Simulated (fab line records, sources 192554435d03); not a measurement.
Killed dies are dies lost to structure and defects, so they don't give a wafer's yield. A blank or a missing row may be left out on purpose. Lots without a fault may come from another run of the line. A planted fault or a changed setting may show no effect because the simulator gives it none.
One fault seen from 2 desks | flow n5_finfet | each desk has only its own numbers; what lay behind them comes last

THE TOOL OWNER'S DESK: rie_diel-04
The tool's own readings at N5_FIN_SAQP_ETCH_51 (etches SiARC in CF4, target depth 45.5 nm, time 75.8 s): means of the sampled wafers that have a number, for each lot that ran on this tool. A lot is out of limits, marked OUT, if its mean lies more than 4 standard deviations from the usual mean; the brackets give that distance.
Columns: A = chamber_pressure_mTorr at N5_FIN_SAQP_ETCH_51, usual 40.01 mTorr; B = drypump_motor_current_A at N5_FIN_SAQP_ETCH_51, usual 5.7 A; C = etch_rf_on_time_s at N5_FIN_SAQP_ETCH_51, usual 76.0 s; D = oes_product_au at N5_FIN_SAQP_ETCH_51, usual 0.66 a.u.; E = rf_vpp_V at N5_FIN_SAQP_ETCH_51, usual 184.2 V; F = showerhead_plenum_p_Torr at N5_FIN_SAQP_ETCH_51, usual 2.15 Torr; G = throttle_valve_pct at N5_FIN_SAQP_ETCH_51, usual 15.66 %
lot  | first seen here | A     | B   | C               | D    | E     | F    | G
L584 | day 2 10:47     | 39.99 | 5.7 | 76.1            | 0.63 | 183.4 | 2.11 | 15.69
L594 | day 4 23:45     | 40.00 | 5.9 | 68.2 (-5.5) OUT | 0.69 | 183.7 | 2.09 | 15.82
L595 | day 5 04:18     | 39.98 | 5.8 | 69.4 (-4.7) OUT | 0.69 | 184.0 | 2.15 | 15.76
This desk's finding: out of limits on L594, L595; first on L594, day 4 23:45 (etch_rf_on_time_s at N5_FIN_SAQP_ETCH_51). In limits: L584.

THE METROLOGY DESK
What the gauges read, lot by lot, whatever tool the lot ran on: means of the sampled wafers that have a number. A lot is out of limits, marked OUT, if its mean lies more than 4 standard deviations from the usual mean; the brackets give that distance. Of its 10 readings 7 are shown: those that lie furthest out on some lot.
Columns: A = DIBL_P at N5_BEOL_M4_RC_MEAS_101, usual 36.7 mV/V; B = IOFF_P at N5_BEOL_M4_RC_MEAS_101, usual 0.208 nA/um; C = ION_N at N5_BEOL_M4_RC_MEAS_101, usual 673 uA/um; D = ION_P at N5_BEOL_M4_RC_MEAS_101, usual 462 uA/um; E = SS_P at N5_BEOL_M4_RC_MEAS_101, usual 73.5 mV/dec; F = VT_N at N5_BEOL_M4_RC_MEAS_101, usual 250.7 mV; G = VT_P at N5_BEOL_M4_RC_MEAS_101, usual -251 mV
lot  | first seen here | A    | B     | C   | D   | E    | F     | G
L582 | day 10 17:33    | 36.1 | 0.230 | 664 | 466 | 73.6 | 252.5 | -245
L584 | day 10 22:09    | 33.8 | 0.191 | 673 | 462 | 72.9 | 249.6 | -251
L595 | day 13 18:49    | 36.3 | 0.228 | 676 | 465 | 73.2 | 249.5 | -248
L594 | day 14 01:33    | 35.9 | 0.195 | 667 | 458 | 73.1 | 253.7 | -254
L596 | day 14 04:57    | 36.9 | 0.240 | 672 | 471 | 74.3 | 251.3 | -247
L599 | day 15 06:02    | 37.7 | 0.195 | 676 | 460 | 73.5 | 250.6 | -253
L602 | day 15 11:37    | 37.4 | 0.224 | 668 | 463 | 73.4 | 251.7 | -247
L603 | day 16 02:40    | 36.5 | 0.221 | 676 | 468 | 73.7 | 252.5 | -248
This desk's finding: nothing out of limits on any of the 8 lots.

PUT TOGETHER
The tool owner's desk could have raised an alarm at day 4 23:45, on L594, L595.
The metrology desk saw nothing out of limits.
The metrology desk has L594, L595 on record, within its limits.
Of the lots named, all ran N5_FIN_SAQP_ETCH_51 on rie_diel-04.

WHAT THE SIMULATOR HAD PUT IN
Process parameter drift: rie_diel-04, from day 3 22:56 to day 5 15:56, at N5_FIN_SAQP_ETCH_51. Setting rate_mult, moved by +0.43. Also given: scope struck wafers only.
Lots struck among those shown: L594, L595.
Hours from the fault's start to each desk's first reading out of limits: the tool owner's desk, 25.
